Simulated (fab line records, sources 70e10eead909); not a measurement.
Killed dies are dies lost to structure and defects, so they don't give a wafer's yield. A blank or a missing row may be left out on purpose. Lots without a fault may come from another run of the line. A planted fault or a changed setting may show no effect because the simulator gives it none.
fab line records | flow nand_harc
record lots=5 wafers=15 last_day=24
route steps=1159 shown P_ZERO_WELL@44
lots that met no fault: from a run of the same line without faults
start_h: hours from the record's first day to the start of the lot's first wafer shown | wait_h: hours since the lot's step before | " the same as in the row above | L1.1+2: a row that stands for several wafers | - no value, or no start given | * or withheld: withheld | < > ~ a bound
route shown NAME@n: a module of which the file shows steps, and the number in the route of the first | usual: mean/standard deviation of fault-free wafers | same: alike in all rows | chamber/n: place in a boat | sites: the reading at each site | _std_site: their standard deviation | _edge_site: outer sites' mean less inner sites' | radius_mm: how far each site lies from the wafer's centre | mask NAME#n: copy n | behind: the tool/chamber that last shaped the wafer | hold: why the lot was held/for how many hours/how that ended | device: the transistor (n, p or np) that didn't switch | end of line: the same wafers' tests at the end of the route | a step without rows: its recipe alone | killed: dies lost to structure and defects at the first sort, not the wafer's yield | map: a wafer's dies, x killed, . not, _ none there
set.NAME: the setting as run; set.NAME@STEP: as run at that earlier step | model.NAME: the simulator's own value behind a step, which no gauge read
lots at some steps of the route; a table a step, a row a wafer
services: from which hour (start_h, from the record's first day; less than 0 if before it) a tool's chamber was out of use, for how many hours, and why
## steps
# step NHARC_P_ZERO_WELL_CD_MEAS_37
# recipe target_cd_nm=720 landing_energy_ev=500
# usual cd_nm=720.3/1.5
# columns lot.wafer tool chamber start_h wait_h cd_nm
L278.1 cd_sem-01 0 52.08 - 719.7
L278.5 " 0 " " 719.1
L278.6 " 0 " " 720.1
L280.1 cd_sem-02 0 64.09 - 719.8
L280.5 " 0 " " 719.8
L280.6 " 0 " " 720.2
L289.1 cd_sem-03 0 118.05 - 718.9
L289.2 " 0 " " 721.3
L289.6 " 0 " " 722.7
L292.1 cd_sem-03 0 136.10 - 721.6
L292.2 " 0 " " 722.4
L292.5 " 0 " " 724.0
L295.2 cd_sem-03 0 154.18 - 719.2
L295.5 " 0 " " 719.5
L295.6 " 0 " " 718.8
# step NHARC_P_ZERO_WELL_HARDBAKE_38
# recipe temp_c=125 time_s=80
# step NHARC_P_ZERO_WELL_DESCUM_39
# recipe time_s=3 o2_flow_sccm=200 ar_flow_sccm=0 bias_power_w=0 chemistry=O2
# usual drypump_motor_current_A=5.8/0.45 oes_product_au=1.001/0.0078 rf_vpp_V=57.8/0.94 showerhead_plenum_p_Torr=1.92/0.067 throttle_valve_pct=11.312/0.0092
# columns lot.wafer tool chamber start_h wait_h drypump_motor_current_A oes_product_au rf_hours_counter_h rf_vpp_V showerhead_plenum_p_Torr throttle_valve_pct
L278.1 rie_diel-03 0 52.24 - 6.1 0.986 0.1 57.6 1.87 11.313
L278.6 " 0 " " 6.1 0.985 - 58.2 1.87 11.330
L278.5 " 1 " " 5.0 0.999 - 58.7 2.00 11.326
L280.1 rie_diel-12 2 64.25 - 5.4 0.996 2.2 58.0 1.78 11.305
L280.5 " 2 " " 5.4 1.009 - 57.4 1.78 11.312
L280.6 " 3 " " 6.0 1.000 - 58.3 1.94 11.322
L289.1 rie_diel-12 0 118.21 - 6.5 0.999 6.1 58.2 1.85 11.308
L289.2 " 3 " " 6.0 1.002 5.5 58.9 1.94 11.322
L289.6 " 0 " " 6.5 1.002 - 58.2 1.85 11.315
L292.2 rie_diel-12 3 136.26 - 5.9 0.994 6.9 58.2 1.94 11.307
L292.1 " 2 " " 5.4 0.990 6.5 57.5 1.78 11.318
L292.5 " 0 " " 6.5 0.992 - 55.8 1.85 11.326
L295.2 rie_diel-03 1 154.34 - 5.0 0.986 7.3 57.5 2.00 11.313
L295.6 " 1 " " 5.0 0.993 - 58.2 2.00 11.309
L295.5 " 2 " " 5.9 1.011 - 57.7 1.91 11.307
# step NHARC_P_ZERO_WELL_IMPLANT_40
# recipe energy_kev=300 dose_cm2=1e+13 tilt_deg=7
# step NHARC_P_ZERO_WELL_IMPLANT_59
# recipe energy_kev=120 dose_cm2=5e+12 tilt_deg=7
# step NHARC_P_ZERO_WELL_IMPLANT_60
# recipe energy_kev=30 dose_cm2=2e+12 tilt_deg=7
# step NHARC_P_ZERO_WELL_STRIP_41
# recipe time_s=840 temp_c=130 chemistry=SPM
# step NHARC_P_ZERO_WELL_DEHYDRATE_44
# recipe temp_c=150 time_s=120
# step NHARC_P_ZERO_WELL_HMDS_45
# recipe time_s=30
# step NHARC_P_ZERO_WELL_COAT_46
# recipe spin_rpm=withheld
# step NHARC_P_ZERO_WELL_SOFTBAKE_47
# recipe temp_c=122 time_s=95
# step NHARC_P_ZERO_WELL_EBR_48
# step NHARC_P_ZERO_WELL_EXPOSE_49
# recipe na=0.6 target_cd_nm=2000 dose_mj=22.64 mask_id=P_HVPW
# columns lot.wafer tool chamber start_h wait_h mask
L278.1+5+6 krf_scanner-02 0 53.56 - P_HVPW#0
L280.1+5+6 krf_scanner-03 0 65.57 - P_HVPW_R1#0
L289.1+2+6 krf_scanner-02 0 119.55 - P_HVPW#0
L292.1+2+5 krf_scanner-04 0 137.58 - P_HVPW#0
L295.2+5+6 krf_scanner-03 0 155.67 - P_HVPW#0
# step NHARC_P_ZERO_WELL_PEB_50
# recipe peb_temp_c=118 peb_time_s=85
# step NHARC_P_ZERO_WELL_DEVELOP_51
# recipe time_s=70
# step NHARC_P_ZERO_WELL_CD_MEAS_52
# recipe target_cd_nm=2000 landing_energy_ev=500
# usual cd_nm=2000.3/1.3
# columns lot.wafer tool chamber start_h wait_h cd_nm
L278.1 cd_sem-01 0 53.72 - 2001.8
L278.5 " 0 " " 2001.0
L278.6 " 0 " " 2001.9
L280.1 cd_sem-02 0 65.73 - 1928.4
L280.5 " 0 " " 1926.7
L280.6 " 0 " " 1925.9
L289.1 cd_sem-03 0 119.72 - 2000.3
L289.2 " 0 " " 1999.9
L289.6 " 0 " " 2001.5
L292.1 cd_sem-03 0 137.73 - 2000.5
L292.2 " 0 " " 2000.6
L292.5 " 0 " " 2001.8
L295.2 cd_sem-02 0 155.83 - 1998.0
L295.5 " 0 " " 1998.7
L295.6 " 0 " " 1997.5
# step NHARC_P_ZERO_WELL_HARDBAKE_53
# recipe temp_c=125 time_s=80
# step NHARC_P_ZERO_WELL_DESCUM_54
# recipe time_s=3 o2_flow_sccm=200 ar_flow_sccm=0 bias_power_w=0 chemistry=O2
# usual drypump_motor_current_A=5.8/0.44 oes_product_au=0.999/0.0077 rf_vpp_V=57.8/0.76 showerhead_plenum_p_Torr=1.92/0.064 throttle_valve_pct=11.311/0.0091
# columns lot.wafer tool chamber start_h wait_h drypump_motor_current_A oes_product_au rf_hours_counter_h rf_vpp_V showerhead_plenum_p_Torr throttle_valve_pct model.P_ZERO_WELL.cd_nm
L278.1 rie_diel-03 0 53.88 - 6.1 1.010 0.1 57.1 1.87 11.300 2002
L278.5 " 0 " " 6.1 1.002 - 57.9 1.87 11.308 2002
L278.6 " 1 " " 5.1 0.998 - 57.5 2.00 11.322 2002
L280.1 rie_diel-03 3 65.91 - 6.1 1.006 1.2 57.8 1.95 11.325 1928
L280.6 " 2 " " 5.8 1.011 - 59.2 1.92 11.315 1926
L280.5 " 3 " " 6.1 0.985 - 58.6 1.95 11.293 1927
L289.2 rie_diel-12 0 119.91 - 6.5 1.001 6.1 57.3 1.85 11.319 2000
L289.1 " 2 " " 5.4 1.009 5.1 56.4 1.78 11.306 2001
L289.6 " 0 " " 6.5 1.001 - 58.0 1.85 11.311 2002
L292.1 rie_diel-12 2 137.89 - 5.4 0.989 6.5 56.2 1.78 11.300 2000
L292.2 " 0 " " 6.5 0.993 7.0 57.0 1.85 11.312 2001
L292.5 " 2 " " 5.4 0.998 - 57.3 1.78 11.314 2002
L295.2 rie_diel-12 1 156.01 - 5.2 1.004 9.0 58.1 1.94 11.311 1998
L295.5 " 0 " " 6.5 0.989 - 58.3 1.85 11.315 1999
L295.6 " 1 " " 5.2 1.004 - 57.7 1.94 11.319 1998
# step NHARC_P_ZERO_WELL_IMPLANT_55
# recipe energy_kev=180 dose_cm2=8e+11 tilt_deg=7
## services
# columns tool chamber start_h hours kind
rie_diel-12 0 34.40 - clean
rie_diel-12 1 34.40 - clean
rie_diel-12 2 34.40 - clean
rie_diel-12 3 34.40 - clean
krf_scanner-02 - 38.00 4.0 pm
rie_diel-03 - 38.40 9.0 pm
krf_scanner-02 - 42.09 0.4 repair
rie_diel-03 2 58.16 3.6 repair
rie_diel-12 0 58.90 - clean
rie_diel-12 1 58.90 - clean
rie_diel-12 2 58.90 - clean
rie_diel-12 3 58.90 - clean
rie_diel-12 0 83.40 - clean
rie_diel-12 1 83.40 - clean
rie_diel-12 2 83.40 - clean
rie_diel-12 3 83.40 - clean
rie_diel-03 2 107.75 3.3 repair
rie_diel-12 0 107.91 - clean
rie_diel-12 1 107.91 - clean
rie_diel-12 2 107.91 - clean
rie_diel-12 2 113.53 3.2 repair
krf_scanner-04 - 126.00 4.0 pm
rie_diel-12 0 130.88 4.4 repair
krf_scanner-04 - 130.95 1.3 repair
## key
first_sign step=NHARC_P_ZERO_WELL_EXPOSE_49 reading=mask direction=changed
effect step=NHARC_P_ZERO_WELL_CD_MEAS_52 reading=cd_nm direction=down sigmas=55 usual=2000.3 struck=1927.0
model_effect step=NHARC_P_ZERO_WELL_DESCUM_54 value=P_ZERO_WELL.cd_nm without=2000 struck=1927
met_at NHARC_P_ZERO_WELL_EXPOSE_49
struck_wafers L280.1,L280.5,L280.6
tester_left_out L280
fault kind=wrong_mask tool=any chamber=- onset_h=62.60 steps=NHARC_P_ZERO_WELL_EXPOSE_49 aux_copy=P_HVPW_R1#0 cd_offset_nm=-72.542 scope=struck_lots_only
# tester_left_out: of these lots the tester's yield and bins aren't shown, on N5 and GAA mostly nor the transistor test; their killed dies are dies lost to structure and defects alone, not to doping, threshold or leakage, so they don't give the yield
